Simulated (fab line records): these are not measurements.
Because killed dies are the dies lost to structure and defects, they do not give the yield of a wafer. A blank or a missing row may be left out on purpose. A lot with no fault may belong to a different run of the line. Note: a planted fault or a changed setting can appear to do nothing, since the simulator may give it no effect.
The tool behind it: which one? | flow n5-finfet | Sampling: 24 lots, 72 wafers, 3 of 1938 route steps

WHAT THE GAUGES READ, wafer by wafer
N5_HKMG_FIN_THK_MEAS_70: measures by xrf.
lot  | measured    | on            | HK_THK (nm)
L074 | day 4 00:23 | film-metro-02 | 1.563 1.589 1.594
L075 | day 4 09:48 | film-metro-02 | 1.598 1.578 1.598
L076 | day 5 00:04 | film-metro-02 | 1.589 1.600 1.602
L077 | day 5 05:59 | film-metro-02 | 1.585 1.570 1.609
L078 | day 5 08:29 | film-metro-01 | 1.599 1.596 1.573
L079 | day 5 14:20 | film-metro-01 | 1.579 1.615 1.568
L080 | day 5 16:58 | film-metro-02 | 1.566 1.584 1.620
L081 | day 6 00:53 | film-metro-02 | 1.585 1.611 1.577
L082 | day 6 02:29 | film-metro-02 | 1.599 1.565 1.573
L083 | day 6 11:03 | film-metro-01 | 1.581 1.566 1.567
L084 | day 6 15:57 | film-metro-02 | 1.510 1.590 1.565
L085 | day 6 23:21 | film-metro-02 | 1.622 1.611 1.567
L086 | day 7 04:50 | film-metro-02 | 1.556 1.581 1.563
L087 | day 7 11:32 | film-metro-01 | 1.568 1.607 1.577
L088 | day 7 16:41 | film-metro-02 | 1.573 1.599 1.608
L089 | day 7 22:56 | film-metro-02 | 1.617 1.595 1.601
L090 | day 8 04:13 | film-metro-01 | 1.565 1.624 1.567
L091 | day 8 10:39 | film-metro-02 | 1.571 1.631 1.599
L092 | day 8 19:22 | film-metro-02 | 1.572 1.627 1.594
L093 | day 8 22:40 | film-metro-01 | 1.581 1.566 1.576
L094 | day 9 03:44 | film-metro-02 | 1.578 1.547 1.577
L095 | day 9 09:25 | film-metro-02 | 1.603 1.631 1.571
L096 | day 9 18:11 | film-metro-01 | 1.577 1.590 1.545
L097 | day 9 22:25 | film-metro-02 | 1.584 1.561 1.608

TOOL THAT RAN EACH LOT (tool first, then ch and the chambers of the sampled wafers, then the start)
lot  | N5_ILD0_CMP_07               | N5_DUMMY_REMOVAL_HM_STRIP_01
L074 | cmp-03 ch 0,2, day 3 11:43   | rie-diel-06 ch 0,1,3, day 3 19:47
L075 | cmp-04 ch 1,2, day 3 21:56   | rie-diel-06 ch 0,2, day 4 05:48
L076 | cmp-01 ch 0,1, day 4 11:19   | rie-diel-05 ch 0,1,3, day 4 19:58
L077 | cmp-03 ch 0,2,3, day 4 17:11 | rie-diel-05 ch 0,1, day 5 01:47
L078 | cmp-04 ch 2,3, day 4 20:13   | rie-diel-05 ch 0,1, day 5 04:10
L079 | cmp-03 ch 1,2,3, day 5 02:04 | rie-diel-05 ch 1,2,3, day 5 10:16
L080 | cmp-01 ch 0,2,3, day 5 04:43 | rie-diel-06 ch 0,1,2, day 5 12:42
L081 | cmp-04 ch 0,2,3, day 5 12:02 | rie-diel-05 ch 1,2,3, day 5 20:51
L082 | cmp-01 ch 1,2,3, day 5 14:10 | rie-diel-05 ch 0,1,2, day 5 22:19
L083 | cmp-03 ch 2,3, day 5 22:53   | rie-diel-05 ch 1,2,3, day 6 07:02
L084 | cmp-04 ch 0,2,3, day 6 03:53 | rie-diel-05 ch 1,3, day 6 11:47
L085 | cmp-03 ch 1,2, day 6 10:35   | rie-diel-06 ch 0,1, day 6 19:16
L086 | cmp-03 ch 0,1,2, day 6 15:27 | rie-diel-01 ch 0,1,3, day 6 23:42
L087 | cmp-01 ch 0,2,3, day 6 21:02 | rie-diel-01 ch 0,1,3, day 7 06:48
L088 | cmp-04 ch 0,1,3, day 7 03:20 | rie-diel-05 ch 1,2,3, day 7 12:26
L089 | cmp-03 ch 1,2,3, day 7 08:43 | rie-diel-01 ch 0,2, day 7 18:03
L090 | cmp-01 ch 0,1,3, day 7 15:06 | rie-diel-05 ch 1,2, day 7 23:55
L091 | cmp-01 ch 1,2, day 7 21:14   | rie-diel-05 ch 0,3, day 8 05:27
L092 | cmp-04 ch 0,1,3, day 8 06:26 | rie-diel-01 ch 0,2,3, day 8 15:22
L093 | cmp-04 ch 0,2, day 8 09:57   | rie-diel-01 ch 1,2, day 8 18:39
L094 | cmp-01 ch 0,3, day 8 15:20   | rie-diel-06 ch 0,1,2, day 8 23:25
L095 | cmp-01 ch 0,1, day 8 21:19   | rie-diel-01 ch 0,1,2, day 9 05:20
L096 | cmp-03 ch 1,2,3, day 9 05:42 | rie-diel-06 ch 0,1, day 9 14:12
L097 | cmp-01 ch 1,2,3, day 9 10:04 | rie-diel-05 ch 0,1, day 9 18:07
- N5_ILD0_CMP_07: polishes SiO2 flowable, stops on poly-Si, t overpolish 1.18 s, target thk 138.88 nm.
- N5_DUMMY_REMOVAL_HM_STRIP_01: strips SiNx in CH3F/O2, stops on poly-Si, target depth 4 nm, time 6.8 s.

AS READ BY THE TOOLS THEMSELVES (means over the sampled wafers that have a number; for cases with no such wafer, the mark the record gives instead)
N5_ILD0_CMP_07.
lot  | tool   | motor-current-A (A)
L074 | cmp-03 | 11.7
L075 | cmp-04 | 13.3
L076 | cmp-01 | 12.9
L077 | cmp-03 | 12.4
L078 | cmp-04 | 12.4
L079 | cmp-03 | 11.7
L080 | cmp-01 | 13.0
L081 | cmp-04 | 12.2
L082 | cmp-01 | 13.9
L083 | cmp-03 | 11.5
L084 | cmp-04 | 12.9
L085 | cmp-03 | 12.4
L086 | cmp-03 | 12.6
L087 | cmp-01 | 12.8
L088 | cmp-04 | 12.6
L089 | cmp-03 | 12.1
L090 | cmp-01 | 13.3
L091 | cmp-01 | 14.4
L092 | cmp-04 | 12.5
L093 | cmp-04 | 12.6
L094 | cmp-01 | 12.5
L095 | cmp-01 | 13.9
L096 | cmp-03 | 12.0
L097 | cmp-01 | 13.8

N5_DUMMY_REMOVAL_HM_STRIP_01.
lot  | tool        | O2_flow_sccm (sccm) | drypump-motor-current-A (A) | oes-product-au (a.u.) | rf-vpp-V (V) | showerhead-plenum-p-Torr (Torr) | throttle-valve-pct (%)
L074 | rie-diel-06 | 20.03               | 5.84                        | 0.66                  | 128.1        | 2.05                            | 16.24
L075 | rie-diel-06 | 19.99               | 5.98                        | 0.63                  | 127.9        | 1.98                            | 16.31
L076 | rie-diel-05 | 19.96               | 5.56                        | 0.64                  | 127.7        | 1.95                            | 16.24
L077 | rie-diel-05 | 20.04               | 5.59                        | 0.62                  | 126.7        | 1.96                            | 16.42
L078 | rie-diel-05 | 20.00               | 5.39                        | 0.61                  | 126.7        | 1.94                            | 16.49
L079 | rie-diel-05 | 20.00               | 5.53                        | 0.63                  | 126.7        | 1.94                            | 16.37
L080 | rie-diel-06 | 19.99               | 6.07                        | 0.62                  | 127.4        | 1.97                            | 16.25
L081 | rie-diel-05 | 20.03               | 5.53                        | 0.63                  | 126.9        | 1.94                            | 16.37
L082 | rie-diel-05 | 20.01               | 5.54                        | 0.60                  | 127.4        | 1.95                            | 16.54
L083 | rie-diel-05 | 19.98               | 5.53                        | 0.62                  | 126.3        | 1.94                            | 16.40
L084 | rie-diel-05 | 19.97               | 5.57                        | 0.66                  | 127.4        | 1.93                            | 16.13
L085 | rie-diel-06 | 20.01               | 6.00                        | 0.61                  | 128.3        | 2.03                            | 16.31
L086 | rie-diel-01 | 20.06               | 5.88                        | 0.65                  | 126.5        | 2.02                            | 16.19
L087 | rie-diel-01 | 20.02               | 5.87                        | 0.64                  | 126.9        | 2.02                            | 16.21
L088 | rie-diel-05 | 20.03               | 5.54                        | 0.62                  | 126.4        | 1.94                            | 16.40
L089 | rie-diel-01 | 20.02               | 5.66                        | 0.65                  | 127.2        | 2.00                            | 16.14
L090 | rie-diel-05 | 20.11               | 5.33                        | 0.59                  | 126.7        | 1.92                            | 16.64
L091 | rie-diel-05 | 19.92               | 5.77                        | 0.63                  | 126.9        | 1.97                            | 16.25
L092 | rie-diel-01 | 20.01               | 5.73                        | 0.68                  | 127.6        | 2.02                            | 16.14
L093 | rie-diel-01 | 20.01               | 5.82                        | 0.61                  | 128.7        | 2.06                            | 16.52
L094 | rie-diel-06 | 19.99               | 6.05                        | 0.60                  | 127.8        | 1.97                            | 16.29
L095 | rie-diel-01 | 20.02               | 5.80                        | 0.64                  | 127.3        | 2.02                            | 16.30
L096 | rie-diel-06 | 20.00               | 6.13                        | 0.60                  | 127.4        | 1.96                            | 16.25
L097 | rie-diel-05 | 19.98               | 5.37                        | 0.59                  | 127.4        | 1.93                            | 16.54

THE ANSWER, worked out from the rows above alone
Rule: the lots themselves supply what counts as usual. Put in order of their means at a reading, lots are off if they are a third of the lots or fewer, leave a main group of 4 or more, and stand apart from it by a gap of 3 or more times the standard deviation of the main group's means; of several such gaps the widest counts. If all means in a main group match to the digits the tables above print for the reading, that group is not used. A lot without any number at a reading at which 4 lots or more have one is off too. Where the step has rows for the other lots, those lots are counted as sound. Order of review: gauges by route order, followed by the tools' own readings, for which a lot's mean as printed above is used. At the first step where some lot is off, the reading lying furthest off is the one used; lots without a number count as furthest.
Across all readings shown, no lot is off: no conclusion can be drawn from this.

WHAT THE SIMULATOR HAD PUT IN
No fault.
